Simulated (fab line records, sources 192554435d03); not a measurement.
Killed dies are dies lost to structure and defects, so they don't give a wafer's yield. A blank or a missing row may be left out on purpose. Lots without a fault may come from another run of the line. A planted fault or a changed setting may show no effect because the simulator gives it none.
Which tool did it? | flow n5_finfet | 9 lots, 27 wafers sampled, at 6 steps of a route of 1938

WHAT THE GAUGES READ, wafer by wafer
N5_BEOL_M2_CD_MEAS_11: target cd 16.79 nm. Usual: cd_nm 16.76 nm, standard deviation 0.24.
lot  | measured     | on        | cd_nm (nm)        | flag
L354 | day 7 01:35  | cd_sem-02 | 17.07 16.91 16.60 |
L357 | day 7 10:46  | cd_sem-03 | 16.71 17.30 16.41 |
L361 | day 8 12:16  | cd_sem-02 | 16.79 16.94 16.69 |
L362 | day 8 17:23  | cd_sem-02 | 17.13 16.76 16.68 |
L366 | day 9 20:23  | cd_sem-01 | 16.84 16.66 17.20 |
L368 | day 10 01:43 | cd_sem-02 | 17.00 17.10 17.14 |
L371 | day 10 23:31 | cd_sem-02 | 16.44 16.46 16.64 |
L376 | day 12 11:17 | cd_sem-03 | 16.70 16.61 16.55 |
L375 | day 12 12:11 | cd_sem-01 | 16.71 16.94 16.71 |

N5_BEOL_M2_CD_MEAS_28: target cd 26.2 nm, target cd y 24.1 nm. Usual: cd_nm 26.14 nm, standard deviation 0.24.
lot  | measured     | on        | cd_nm (nm)        | flag
L354 | day 7 02:28  | cd_sem-02 | 26.44 26.14 26.40 |
L357 | day 7 11:40  | cd_sem-03 | 26.51 26.20 26.18 |
L361 | day 8 13:20  | cd_sem-03 | 26.60 26.55 26.21 |
L362 | day 8 18:22  | cd_sem-01 | 26.00 26.11 25.80 |
L366 | day 9 21:48  | cd_sem-02 | 23.55 26.31 23.42 | OFF
L368 | day 10 02:52 | cd_sem-02 | 22.52 22.83 26.26 | OFF
L371 | day 11 00:23 | cd_sem-03 | 26.15 25.90 26.53 |
L376 | day 12 12:22 | cd_sem-01 | 26.12 26.48 25.89 |
L375 | day 12 14:23 | cd_sem-01 | 26.38 25.99 25.94 |

N5_BEOL_M4_RC_MEAS_101. Usual: DIBL_N 36.6 mV/V, standard deviation 1.7; DIBL_P 36.7 mV/V, standard deviation 2; IOFF_N 0.16 nA/um, standard deviation 0.033; IOFF_P 0.22 nA/um, standard deviation 0.04; ION_N 673 uA/um, standard deviation 12; ION_P 463 uA/um, standard deviation 7.9; SS_N 71.7 mV/dec, standard deviation 0.58; SS_P 73.3 mV/dec, standard deviation 0.64; VT_N 249 mV, standard deviation 3.3; VT_P -249 mV, standard deviation 3.1.
lot  | measured     | on        | DIBL_N (mV/V)  | DIBL_P (mV/V)  | IOFF_N (nA/um) | IOFF_P (nA/um) | ION_N (uA/um) | ION_P (uA/um) | SS_N (mV/dec)  | SS_P (mV/dec)  | VT_N (mV)   | VT_P (mV)      | flag
L354 | day 8 03:02  | prober-02 | 39.0 37.3 38.0 | 40.0 39.0 39.8 | 0.23 0.19 0.19 | 0.25 0.22 0.24 | 693 677 676   | 466 451 458   | 72.3 72.1 71.5 | 74.5 74.1 74.3 | 244 246 248 | -248 -251 -249 |
L357 | day 8 21:10  | prober-01 | 34.2 38.3 37.9 | 32.2 36.5 36.1 | 0.10 0.18 0.16 | 0.16 0.22 0.21 | 654 671 673   | 450 461 459   | 70.8 71.7 72.9 | 72.2 73.6 73.3 | 257 250 251 | -253 -249 -251 |
L361 | day 9 20:04  | prober-02 | 37.1 38.8 38.6 | 36.4 38.9 37.4 | 0.16 0.21 0.19 | 0.18 0.21 0.19 | 672 690 672   | 451 458 454   | 71.4 71.8 72.3 | 73.4 74.2 73.7 | 251 243 247 | -255 -251 -252 |
L362 | day 9 21:56  | prober-01 | 35.5 36.9 35.2 | 37.7 39.4 37.0 | 0.17 0.21 0.16 | 0.23 0.26 0.21 | 672 680 663   | 464 467 460   | 71.2 71.8 72.0 | 73.7 74.4 73.6 | 247 240 249 | -251 -249 -250 |
L366 | day 11 02:39 | prober-02 | 35.9           | 35.2           | 0.13           | 0.20           | 666           | 456           | 71.5           | 72.8           | 252         | -249           |
L368 | day 11 08:20 | prober-02 | 37.7           | 35.6           | 0.17           | 0.21           | 662           | 452           | 72.7           | 73.9           | 248         | -250           |
L371 | day 12 18:20 | prober-02 | 34.3 34.9 35.1 | 35.1 35.1 35.3 | 0.12 0.13 0.13 | 0.18 0.18 0.19 | 663 658 661   | 460 455 461   | 70.5 70.7 71.6 | 72.7 72.0 73.0 | 253 251 254 | -251 -254 -252 |
L376 | day 13 20:07 | prober-01 | 35.2 35.2 35.2 | 34.2 34.8 34.8 | 0.14 0.14 0.14 | 0.21 0.22 0.22 | 664 677 667   | 461 471 464   | 71.9 72.0 71.6 | 72.5 72.5 72.4 | 250 251 250 | -246 -248 -246 |
L375 | day 14 01:58 | prober-02 | 36.0 36.1 35.2 | 37.2 37.1 37.1 | 0.16 0.16 0.15 | 0.20 0.21 0.21 | 664 664 675   | 458 455 465   | 71.9 71.8 71.7 | 73.5 73.3 73.1 | 247 251 250 | -250 -250 -249 |

WHICH TOOL RAN EACH LOT (tool, then ch and the chambers of the sampled wafers, then the start)
lot  | N5_BEOL_M2_EXPOSE_25              | N5_BEOL_M2_ALD_98                 | N5_BEOL_M2_ETCHBACK_99
L354 | euv_scanner-01 ch 0, day 7 02:19  | ald_sin-01 ch 0,1,2, day 7 02:53  | rie_diel-03 ch 1,2,3, day 7 04:26
L357 | euv_scanner-01 ch 0, day 7 11:32  | ald_sin-04 ch 0,1, day 7 12:46    | rie_diel-04 ch 1,3, day 7 12:56
L361 | euv_scanner-02 ch 0, day 8 13:11  | ald_sin-01 ch 1,2,3, day 8 14:41  | rie_diel-03 ch 0,1,3, day 8 19:54
L362 | euv_scanner-02 ch 0, day 8 18:13  | ald_sin-01 ch 1,3, day 8 19:06    | rie_diel-03 ch 2,3, day 8 22:37
L366 | euv_scanner-02 ch 0, day 9 21:39  | ald_sin-04 ch 1,2, day 9 23:11    | rie_diel-03 ch 2,3, day 10 01:10
L368 | euv_scanner-02 ch 0, day 10 02:43 | ald_sin-02 ch 0,1,2, day 10 03:07 | rie_diel-05 ch 0,1, day 10 04:19
L371 | euv_scanner-01 ch 0, day 11 00:15 | ald_sin-01 ch 0,2, day 11 00:38   | rie_diel-05 ch 1,2,3, day 11 06:18
L376 | euv_scanner-01 ch 0, day 12 12:13 | ald_sin-01 ch 1,2,3, day 12 12:40 | rie_diel-04 ch 0,1,3, day 12 13:53
L375 | euv_scanner-01 ch 0, day 12 14:14 | ald_sin-02 ch 0,1,3, day 12 14:49 | rie_diel-03 ch 0,1,2, day 12 18:39
- N5_BEOL_M2_EXPOSE_25: exposes mask V1, defocus 5 nm.
- N5_BEOL_M2_ALD_98: deposits SiO2, target thk 2.5 nm, pulse time 1 s, co reactant pulse time 1 s.
- N5_BEOL_M2_ETCHBACK_99: etches SiO2 in CHF3, target depth 5 nm, time 10.4 s.

WHAT THE TOOLS THEMSELVES READ (means of the sampled wafers that have a number; where no wafer has one, the mark that the record gives instead)
N5_BEOL_M2_ALD_98. Usual: heater_power_w 79 W, standard deviation 9.1; precursor_pulse_height_rel 0.999, standard deviation 0.021.
lot  | tool       | heater_power_w (W) | precursor_pulse_height_rel | flag
L354 | ald_sin-01 | 75                 | 0.998                      |
L357 | ald_sin-04 | 80                 | 0.994                      |
L361 | ald_sin-01 | 84                 | 0.999                      |
L362 | ald_sin-01 | 93                 | 0.991                      |
L366 | ald_sin-04 | 79                 | 0.994                      |
L368 | ald_sin-02 | 78                 | 1.019                      |
L371 | ald_sin-01 | 71                 | 1.012                      |
L376 | ald_sin-01 | 83                 | 1.002                      |
L375 | ald_sin-02 | 75                 | 0.996                      |

N5_BEOL_M2_ETCHBACK_99. Usual: CHF3_flow_sccm 12.00 sccm, standard deviation 0.037; drypump_motor_current_A 5.9 A, standard deviation 0.47; oes_product_au 0.77 a.u., standard deviation 0.098; rf_fwd_power_W 212.1 W, standard deviation 0.87; rf_vpp_V 239 V, standard deviation 4.1; showerhead_plenum_p_Torr 2.15 Torr, standard deviation 0.063; throttle_valve_pct 17.04 %, standard deviation 0.27.
lot  | tool        | CHF3_flow_sccm (sccm) | drypump_motor_current_A (A) | oes_product_au (a.u.) | rf_fwd_power_W (W) | rf_vpp_V (V) | showerhead_plenum_p_Torr (Torr) | throttle_valve_pct (%) | flag
L354 | rie_diel-03 | 11.99                 | 6.0                         | 0.84                  | 212.0              | 241          | 2.15                            | 17.13                  |
L357 | rie_diel-04 | 12.00                 | 6.1                         | 0.77                  | 212.1              | 245          | 2.13                            | 16.85                  |
L361 | rie_diel-03 | 12.00                 | 5.8                         | 0.82                  | 212.3              | 239          | 2.12                            | 17.01                  |
L362 | rie_diel-03 | 11.97                 | 5.7                         | 0.83                  | 211.9              | 243          | 2.15                            | 17.28                  |
L366 | rie_diel-03 | 11.98                 | 5.6                         | 0.82                  | 212.9              | 243          | 2.15                            | 17.28                  |
L368 | rie_diel-05 | 12.00                 | 5.3                         | 0.69                  | 212.3              | 234          | 2.09                            | 16.94                  |
L371 | rie_diel-05 | 11.98                 | 5.7                         | 0.78                  | 212.4              | 236          | 2.20                            | 16.91                  |
L376 | rie_diel-04 | 12.01                 | 6.2                         | 0.80                  | 212.1              | 243          | 2.16                            | 16.79                  |
L375 | rie_diel-03 | 12.06                 | 6.0                         | 0.83                  | 212.2              | 239          | 2.14                            | 17.10                  |

THE ANSWER, worked out from the rows above alone
Rule: a lot is off if the mean of its wafers that have a number lies more than 3 standard deviations from the usual mean. A lot without any number at a reading at which 4 lots or more have one is off too. The other lots that the step has rows for count as sound. The gauges are gone through in route order, then the tools' own readings, and for those a lot's mean is taken as printed above. The first step at which some lot is off is used, and at that step the reading that is off furthest; a lot without a number counts as furthest.
Off: L366, L368, at N5_BEOL_M2_CD_MEAS_28 (cd_nm).
A tool fits if, at a process step before that reading, it ran every lot that is off, and no sound lot after the first of them. The gauges at N5_BEOL_M2_CD_MEAS_28 are tried like those tools. Can't be told from this: 2 tools fit, euv_scanner-02 at N5_BEOL_M2_EXPOSE_25, cd_sem-02 at N5_BEOL_M2_CD_MEAS_28.

WHAT THE SIMULATOR HAD PUT IN
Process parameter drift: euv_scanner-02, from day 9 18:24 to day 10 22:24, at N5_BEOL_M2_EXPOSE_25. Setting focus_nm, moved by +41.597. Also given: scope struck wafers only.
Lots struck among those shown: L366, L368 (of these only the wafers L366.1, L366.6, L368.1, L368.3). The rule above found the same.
